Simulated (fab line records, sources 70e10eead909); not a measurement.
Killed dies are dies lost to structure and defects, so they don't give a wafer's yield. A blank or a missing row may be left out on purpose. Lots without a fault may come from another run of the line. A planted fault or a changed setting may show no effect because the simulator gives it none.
Which tool did it? | flow nand_harc | 22 lots, 66 wafers sampled, at 6 steps of a route of 1302

WHAT THE GAUGES READ, wafer by wafer
NHARC_P_M1_INSPECT_11.
lot  | measured     | on                | raw_defect_count
L074 | day 6 06:01  | defect_inspect-01 | 10 3 8
L075 | day 6 20:27  | defect_inspect-01 | 2 3 5
L076 | day 6 23:13  | defect_inspect-02 | 0 5 4
L077 | day 7 09:47  | defect_inspect-01 | 6 0 5
L078 | day 8 00:49  | defect_inspect-01 | 1 1 5
L079 | day 8 06:01  | defect_inspect-01 | 7 9 4
L080 | day 8 17:22  | defect_inspect-01 | 2 5 7
L081 | day 9 01:11  | defect_inspect-01 | 3 6 4
L082 | day 9 15:31  | defect_inspect-02 | 12 5 5
L084 | day 10 13:41 | defect_inspect-02 | 6 2 3
L085 | day 10 19:41 | defect_inspect-01 | 7 6 4
L086 | day 11 08:25 | defect_inspect-01 | 5 6 2
L087 | day 11 12:24 | defect_inspect-02 | 4 0 8
L089 | day 12 09:34 | defect_inspect-02 | 4 1 6
L088 | day 12 12:45 | defect_inspect-02 | 2 5 7
L090 | day 12 23:04 | defect_inspect-01 | 8 5 10
L091 | day 13 04:13 | defect_inspect-01 | 2 5 1
L092 | day 13 16:37 | defect_inspect-01 | 8 4 6
L093 | day 14 03:36 | defect_inspect-01 | 2 4 7
L095 | day 14 23:05 | defect_inspect-01 | 2 5 5
L096 | day 15 08:52 | defect_inspect-01 | 14 7 6
L097 | day 15 15:54 | defect_inspect-02 | 5 2 9

NHARC_P_M1_THK_MEAS_24: measures by xrf.
lot  | measured     | on            | thk_nm (nm)
L074 | day 6 08:37  | film_metro-02 | 157.8 156.2 157.8
L075 | day 6 22:55  | film_metro-01 | 155.5 156.2 158.2
L076 | day 7 01:42  | film_metro-02 | 154.5 155.1 154.7
L077 | day 7 12:15  | film_metro-02 | 158.6 159.7 160.1
L078 | day 8 03:21  | film_metro-01 | 159.4 160.5 156.2
L079 | day 8 08:28  | film_metro-01 | 158.8 154.7 160.2
L080 | day 8 19:53  | film_metro-02 | 158.1 158.5 159.1
L081 | day 9 03:39  | film_metro-01 | 159.7 161.2 157.8
L082 | day 9 17:59  | film_metro-02 | 157.0 156.4 159.2
L084 | day 10 16:09 | film_metro-01 | 159.4 157.2 157.1
L085 | day 10 22:21 | film_metro-01 | 157.6 157.4 157.4
L086 | day 11 11:04 | film_metro-02 | 157.8 156.5 156.3
L087 | day 11 14:52 | film_metro-02 | 158.5 156.8 158.6
L089 | day 12 12:02 | film_metro-01 | 157.5 158.1 157.3
L088 | day 12 15:14 | film_metro-02 | 159.7 154.8 158.1
L090 | day 13 01:33 | film_metro-01 | 157.6 155.5 157.8
L091 | day 13 06:42 | film_metro-01 | 158.1 156.0 158.0
L092 | day 13 19:06 | film_metro-01 | 159.2 156.6 158.5
L093 | day 14 06:05 | film_metro-01 | 158.9 157.4 157.5
L095 | day 15 01:34 | film_metro-01 | 157.5 158.6 159.4
L096 | day 15 11:21 | film_metro-01 | 158.6 160.0 158.0
L097 | day 15 18:23 | film_metro-02 | 158.2 159.7 157.5

WHICH TOOL RAN EACH LOT (tool, then ch and the chambers of the sampled wafers, then the start)
lot  | NHARC_P_CONTACT_DESCUM_17          | NHARC_P_M1_STRIP_18                | NHARC_P_M1_ETCH_28                            | NHARC_P_M1_PVD_21
L074 | rie_diel-09 ch 1,2,3, day 5 21:47  | rie_diel-07 ch 0,1,3, day 6 06:37  | rie_diel-07 ch 1,3, day 6 08:37 or earlier    | pvd_sputter-02, day 6 08:37 or earlier
L075 | rie_diel-12 ch 0,2, day 6 12:12    | rie_diel-07 ch 0,1,2, day 6 20:56  | rie_diel-07 ch 0,1, day 6 22:55 or earlier    | pvd_sputter-02, day 6 22:55 or earlier
L076 | rie_diel-12 ch 0,1,3, day 6 14:54  | rie_diel-06 ch 1,2,3, day 6 23:41  | rie_diel-06 ch 1,2, day 7 01:42 or earlier    | pvd_sputter-01, day 7 01:42 or earlier
L077 | rie_diel-02 ch 0,1,3, day 7 01:30  | rie_diel-07 ch 1,3, day 7 10:13    | rie_diel-07 ch 1,2,3, day 7 12:15 or earlier  | pvd_sputter-01, day 7 12:15 or earlier
L078 | rie_diel-12 ch 0,1,3, day 7 16:11  | rie_diel-11 ch 0,2,3, day 8 01:16  | rie_diel-11 ch 1,2,3, day 8 02:11 or earlier  | pvd_sputter-01, day 8 02:11
L079 | rie_diel-02 ch 0,1,3, day 7 21:12  | rie_diel-07 ch 0,1,3, day 8 06:30  | rie_diel-07 ch 1,2,3, day 8 08:28 or earlier  | pvd_sputter-02, day 8 08:28 or earlier
L080 | rie_diel-12 ch 0,1, day 8 09:10    | rie_diel-11 ch 0,1,2, day 8 17:53  | rie_diel-11 ch 0,3, day 8 19:53 or earlier    | pvd_sputter-03, day 8 19:53 or earlier
L081 | rie_diel-12 ch 0,2,3, day 8 16:59  | rie_diel-07 ch 0,3, day 9 01:38    | rie_diel-07 ch 0,3, day 9 03:39 or earlier    | pvd_sputter-01, day 9 03:39 or earlier
L082 | rie_diel-12 ch 0,1,2, day 9 07:26  | rie_diel-07 ch 0,1,2, day 9 16:01  | rie_diel-07 ch 0,1, day 9 17:59 or earlier    | pvd_sputter-02, day 9 17:59 or earlier
L084 | rie_diel-12 ch 0,1, day 10 05:20   | rie_diel-11 ch 1,3, day 10 14:08   | rie_diel-11 ch 0,1, day 10 16:09 or earlier   | pvd_sputter-02, day 10 16:09 or earlier
L085 | rie_diel-09 ch 1,2, day 10 11:31   | rie_diel-11 ch 0,2,3, day 10 20:09 | rie_diel-11 ch 0,1,2, day 10 22:21 or earlier | pvd_sputter-03, day 10 22:21 or earlier
L086 | rie_diel-02 ch 1,2,3, day 11 00:16 | rie_diel-11 ch 0,2,3, day 11 08:52 | rie_diel-11 ch 0,2,3, day 11 11:04 or earlier | pvd_sputter-02, day 11 11:04 or earlier
L087 | rie_diel-12 ch 0,1,3, day 11 03:59 | rie_diel-11 ch 0,1,3, day 11 12:50 | rie_diel-11 ch 1,2,3, day 11 14:52 or earlier | pvd_sputter-02, day 11 14:52 or earlier
L089 | rie_diel-12 ch 2,3, day 12 01:38   | rie_diel-07 ch 0,3, day 12 10:02   | rie_diel-07 ch 2,3, day 12 12:02 or earlier   | pvd_sputter-03, day 12 12:02 or earlier
L088 | rie_diel-09 ch 0,1,2, day 12 04:48 | rie_diel-07 ch 0,2,3, day 12 13:14 | rie_diel-07 ch 0,1,2, day 12 15:14 or earlier | pvd_sputter-02, day 12 15:14 or earlier
L090 | rie_diel-12 ch 0,1, day 12 15:01   | rie_diel-07 ch 2,3, day 12 23:31   | rie_diel-07 ch 0,2, day 13 01:33 or earlier   | pvd_sputter-01, day 13 01:33 or earlier
L091 | rie_diel-02 ch 1,2,3, day 12 19:58 | rie_diel-07 ch 0,2,3, day 13 04:39 | rie_diel-07 ch 0,1,2, day 13 06:42 or earlier | pvd_sputter-03, day 13 06:42 or earlier
L092 | rie_diel-02 ch 0,2,3, day 13 08:16 | rie_diel-11 ch 0,2,3, day 13 17:04 | rie_diel-11 ch 0,1,3, day 13 19:06 or earlier | pvd_sputter-02, day 13 19:06 or earlier
L093 | rie_diel-09 ch 0,1, day 13 19:20   | rie_diel-07 ch 0,1,2, day 14 04:03 | rie_diel-07 ch 1,2,3, day 14 06:05 or earlier | pvd_sputter-03, day 14 06:05 or earlier
L095 | rie_diel-02 ch 2,3, day 14 14:23   | rie_diel-11 ch 0,1,2, day 14 23:33 | rie_diel-11 ch 0,3, day 15 01:34 or earlier   | pvd_sputter-02, day 15 01:34 or earlier
L096 | rie_diel-02 ch 0,1,3, day 15 00:35 | rie_diel-06 ch 0,1,2, day 15 09:22 | rie_diel-06 ch 0,2,3, day 15 11:21 or earlier | pvd_sputter-02, day 15 11:21 or earlier
L097 | rie_diel-09 ch 0,2, day 15 07:50   | rie_diel-06 ch 1,2,3, day 15 16:24 | rie_diel-06 ch 0,1,3, day 15 18:23 or earlier | pvd_sputter-02, day 15 18:23 or earlier
- NHARC_P_CONTACT_DESCUM_17: chemistry O2, time 3 s.
- NHARC_P_M1_STRIP_18: strips in N2/H2.
- NHARC_P_M1_ETCH_28: etches the open film in CF4/N2, target depth 30 nm, time 72.99 s.
- NHARC_P_M1_PVD_21: deposits Cu, target thk 30 nm, time 20.49 s.

WHAT THE TOOLS THEMSELVES READ (means of the sampled wafers that have a number; where no wafer has one, the mark that the record gives instead)
NHARC_P_CONTACT_DESCUM_17.
lot  | tool        | chamber_pressure_mTorr (mTorr) | drypump_motor_current_A (A) | mfc_ar_sccm (sccm) | oes_product_au (a.u.) | rf_vpp_V (V) | showerhead_plenum_p_Torr (Torr) | throttle_valve_pct (%)
L074 | rie_diel-09 | 60.04                          | 6.1                         | 0.014              | 0.995                 | 58.2         | 1.91                            | 11.317
L075 | rie_diel-12 | 59.96                          | 5.1                         | 0.000              | 1.004                 | 58.2         | 1.99                            | 11.309
L076 | rie_diel-12 | 60.00                          | 5.6                         | 0.011              | 1.000                 | 58.0         | 2.01                            | 11.309
L077 | rie_diel-02 | 59.96                          | 6.0                         | 0.011              | 1.002                 | 58.1         | 1.95                            | 11.314
L078 | rie_diel-12 | 60.01                          | 5.6                         | 0.011              | 0.999                 | 57.3         | 2.01                            | 11.321
L079 | rie_diel-02 | 60.02                          | 6.0                         | 0.011              | 1.001                 | 57.7         | 1.95                            | 11.312
L080 | rie_diel-12 | 60.07                          | 5.6                         | 0.022              | 1.006                 | 57.6         | 2.02                            | 11.309
L081 | rie_diel-12 | 60.06                          | 5.3                         | 0.000              | 0.998                 | 57.9         | 1.99                            | 11.311
L082 | rie_diel-12 | 60.02                          | 5.3                         | 0.011              | 1.004                 | 57.4         | 2.01                            | 11.312
L084 | rie_diel-12 | 59.96                          | 5.6                         | 0.022              | 1.010                 | 58.2         | 2.02                            | 11.305
L085 | rie_diel-09 | 60.01                          | 6.2                         | 0.000              | 1.009                 | 58.2         | 1.85                            | 11.317
L086 | rie_diel-02 | 60.02                          | 5.9                         | 0.019              | 1.003                 | 56.7         | 1.90                            | 11.306
L087 | rie_diel-12 | 60.04                          | 5.6                         | 0.011              | 1.002                 | 57.8         | 2.01                            | 11.308
L089 | rie_diel-12 | 60.03                          | 5.5                         | 0.000              | 1.001                 | 58.1         | 2.00                            | 11.319
L088 | rie_diel-09 | 59.98                          | 5.8                         | 0.004              | 1.001                 | 58.4         | 1.86                            | 11.306
L090 | rie_diel-12 | 60.00                          | 5.6                         | 0.022              | 1.011                 | 57.8         | 2.02                            | 11.302
L091 | rie_diel-02 | 59.98                          | 6.0                         | 0.019              | 0.999                 | 58.0         | 1.90                            | 11.308
L092 | rie_diel-02 | 60.03                          | 6.0                         | 0.017              | 1.002                 | 58.0         | 1.95                            | 11.319
L093 | rie_diel-09 | 60.01                          | 5.7                         | 0.004              | 0.994                 | 57.7         | 1.88                            | 11.305
L095 | rie_diel-02 | 60.00                          | 6.0                         | 0.025              | 0.996                 | 57.7         | 1.96                            | 11.312
L096 | rie_diel-02 | 60.04                          | 6.0                         | 0.011              | 0.999                 | 58.3         | 1.95                            | 11.310
L097 | rie_diel-09 | 59.99                          | 5.9                         | 0.004              | 1.017                 | 58.2         | 1.83                            | 11.319

NHARC_P_M1_STRIP_18.
lot  | tool        | chamber_pressure_mTorr (mTorr) | drypump_motor_current_A (A) | h2_flow_sccm (sccm) | mfc_ar_sccm (sccm) | oes_product_au (a.u.) | rf_vpp_V (V) | showerhead_plenum_p_Torr (Torr) | throttle_valve_pct (%)
L074 | rie_diel-07 | 30.025                         | 6.0                         | 150.0               | 0.005              | 1.015                 | 89.9         | 1.99                            | 14.169
L075 | rie_diel-07 | 30.008                         | 5.7                         | 149.9               | 0.010              | 0.998                 | 89.5         | 1.95                            | 14.166
L076 | rie_diel-06 | 30.010                         | 6.1                         | 150.1               | 0.008              | 0.996                 | 89.8         | 1.95                            | 14.177
L077 | rie_diel-07 | 29.996                         | 5.9                         | 150.6               | 0.007              | 1.026                 | 89.6         | 2.04                            | 14.182
L078 | rie_diel-11 | 29.995                         | 6.0                         | 149.6               | 0.016              | 0.995                 | 91.0         | 2.08                            | 14.171
L079 | rie_diel-07 | 29.946                         | 6.1                         | 150.0               | 0.005              | 1.013                 | 91.1         | 1.99                            | 14.175
L080 | rie_diel-11 | 30.002                         | 6.1                         | 150.0               | 0.015              | 0.987                 | 91.1         | 2.08                            | 14.161
L081 | rie_diel-07 | 29.980                         | 6.4                         | 150.0               | 0.005              | 1.028                 | 90.9         | 2.02                            | 14.173
L082 | rie_diel-07 | 29.984                         | 5.7                         | 149.7               | 0.010              | 1.003                 | 90.2         | 1.95                            | 14.172
L084 | rie_diel-11 | 29.981                         | 6.4                         | 149.7               | 0.027              | 1.008                 | 91.7         | 2.15                            | 14.164
L085 | rie_diel-11 | 30.026                         | 6.0                         | 150.2               | 0.016              | 0.998                 | 90.4         | 2.08                            | 14.168
L086 | rie_diel-11 | 29.989                         | 6.0                         | 149.8               | 0.016              | 0.999                 | 91.0         | 2.08                            | 14.167
L087 | rie_diel-11 | 30.007                         | 6.1                         | 150.1               | 0.025              | 0.997                 | 90.2         | 2.10                            | 14.175
L089 | rie_diel-07 | 30.004                         | 6.3                         | 150.4               | 0.005              | 1.037                 | 90.4         | 2.02                            | 14.171
L088 | rie_diel-07 | 30.011                         | 6.0                         | 150.1               | 0.010              | 1.014                 | 90.3         | 1.98                            | 14.171
L090 | rie_diel-07 | 29.978                         | 5.9                         | 150.3               | 0.012              | 1.013                 | 90.4         | 2.02                            | 14.168
L091 | rie_diel-07 | 29.999                         | 6.0                         | 149.5               | 0.010              | 1.009                 | 90.2         | 1.98                            | 14.164
L092 | rie_diel-11 | 30.009                         | 6.0                         | 149.7               | 0.016              | 1.004                 | 92.1         | 2.08                            | 14.177
L093 | rie_diel-07 | 30.029                         | 5.7                         | 150.1               | 0.010              | 1.004                 | 91.1         | 1.95                            | 14.175
L095 | rie_diel-11 | 30.018                         | 6.1                         | 149.7               | 0.015              | 1.013                 | 90.3         | 2.08                            | 14.164
L096 | rie_diel-06 | 30.010                         | 6.0                         | 149.9               | 0.005              | 1.008                 | 90.0         | 2.05                            | 14.168
L097 | rie_diel-06 | 29.980                         | 6.1                         | 150.3               | 0.008              | 1.005                 | 90.3         | 2.05                            | 14.171

NHARC_P_M1_ETCH_28.
lot  | tool        | chamber_pressure_mTorr (mTorr) | drypump_motor_current_A (A) | mfc_ar_sccm (sccm) | oes_product_au (a.u.) | rf_vpp_V (V) | showerhead_plenum_p_Torr (Torr) | throttle_valve_pct (%)
L074 | rie_diel-07 | 30.025                         | 5.6                         | 150.2              | 1.019                 | 314.0        | 2.58                            | 19.797
L075 | rie_diel-07 | 29.975                         | 5.7                         | 149.3              | 1.012                 | 312.9        | 2.53                            | 19.801
L076 | rie_diel-06 | 29.995                         | 6.1                         | 150.2              | 1.005                 | 311.4        | 2.48                            | 19.790
L077 | rie_diel-07 | 29.983                         | 5.6                         | 149.5              | 1.006                 | 313.7        | 2.57                            | 19.804
L078 | rie_diel-11 | 30.034                         | 6.2                         | 149.7              | 1.000                 | 316.4        | 2.73                            | 19.788
L079 | rie_diel-07 | 29.983                         | 5.6                         | 150.2              | 1.007                 | 313.8        | 2.57                            | 19.793
L080 | rie_diel-11 | 29.990                         | 5.9                         | 150.0              | 0.992                 | 314.4        | 2.64                            | 19.796
L081 | rie_diel-07 | 30.012                         | 6.5                         | 150.3              | 1.010                 | 312.6        | 2.56                            | 19.787
L082 | rie_diel-07 | 30.011                         | 6.2                         | 150.4              | 1.020                 | 312.5        | 2.52                            | 19.786
L084 | rie_diel-11 | 29.987                         | 6.3                         | 150.2              | 1.003                 | 316.4        | 2.70                            | 19.797
L085 | rie_diel-11 | 29.988                         | 6.1                         | 150.0              | 0.995                 | 314.8        | 2.67                            | 19.790
L086 | rie_diel-11 | 30.009                         | 6.0                         | 150.1              | 1.003                 | 314.2        | 2.67                            | 19.799
L087 | rie_diel-11 | 30.015                         | 6.2                         | 149.8              | 1.005                 | 315.1        | 2.73                            | 19.796
L089 | rie_diel-07 | 30.007                         | 5.5                         | 150.7              | 1.003                 | 313.4        | 2.56                            | 19.794
L088 | rie_diel-07 | 29.989                         | 5.7                         | 149.9              | 1.006                 | 313.1        | 2.52                            | 19.794
L090 | rie_diel-07 | 30.000                         | 5.7                         | 150.4              | 0.996                 | 312.0        | 2.51                            | 19.799
L091 | rie_diel-07 | 29.990                         | 5.7                         | 150.0              | 1.008                 | 312.8        | 2.52                            | 19.791
L092 | rie_diel-11 | 29.979                         | 6.2                         | 150.2              | 1.007                 | 316.2        | 2.70                            | 19.793
L093 | rie_diel-07 | 29.974                         | 5.6                         | 150.1              | 0.989                 | 313.0        | 2.57                            | 19.790
L095 | rie_diel-11 | 29.980                         | 5.9                         | 150.0              | 1.009                 | 314.6        | 2.63                            | 19.792
L096 | rie_diel-06 | 30.000                         | 6.2                         | 149.6              | 1.007                 | 314.7        | 2.65                            | 19.802
L097 | rie_diel-06 | 29.991                         | 6.0                         | 149.8              | 1.005                 | 312.1        | 2.55                            | 19.789

NHARC_P_M1_PVD_21.
lot  | tool           | substrate_temp_c (C) | throttle_valve_pct (%)
L074 | pvd_sputter-02 | 30.10                | 30.5
L075 | pvd_sputter-02 | 30.02                | 30.6
L076 | pvd_sputter-01 | 30.06                | 29.4
L077 | pvd_sputter-01 | 30.07                | 30.3
L078 | pvd_sputter-01 | 30.01                | 30.5
L079 | pvd_sputter-02 | 30.08                | 30.8
L080 | pvd_sputter-03 | 29.98                | 30.6
L081 | pvd_sputter-01 | 29.96                | 30.1
L082 | pvd_sputter-02 | 30.05                | 30.4
L084 | pvd_sputter-02 | 29.98                | 30.3
L085 | pvd_sputter-03 | 30.02                | 30.3
L086 | pvd_sputter-02 | 29.84                | 30.5
L087 | pvd_sputter-02 | 29.98                | 30.6
L089 | pvd_sputter-03 | 29.98                | 30.4
L088 | pvd_sputter-02 | 30.02                | 31.1
L090 | pvd_sputter-01 | 30.09                | 29.1
L091 | pvd_sputter-03 | 29.99                | 30.6
L092 | pvd_sputter-02 | 30.03                | 30.8
L093 | pvd_sputter-03 | 29.97                | 30.5
L095 | pvd_sputter-02 | 29.98                | 30.3
L096 | pvd_sputter-02 | 29.96                | 30.0
L097 | pvd_sputter-02 | 30.04                | 30.5

THE ANSWER, worked out from the rows above alone
Rule: what is usual is taken from the lots themselves. Put in order of their means at a reading, lots are off if they are a third of the lots or fewer, leave a main group of 4 or more, and stand apart from it by a gap of 3 or more times the standard deviation of the main group's means; of several such gaps the widest counts. A main group whose means are all the same, to the digits that the tables above print for the reading, isn't used. A lot without any number at a reading at which 4 lots or more have one is off too. The other lots that the step has rows for count as sound. The gauges are gone through in route order, then the tools' own readings, and for those a lot's mean is taken as printed above. The first step at which some lot is off is used, and at that step the reading that is off furthest; a lot without a number counts as furthest.
No lot is off at any reading shown: from this, nothing can be told.

WHAT THE SIMULATOR HAD PUT IN
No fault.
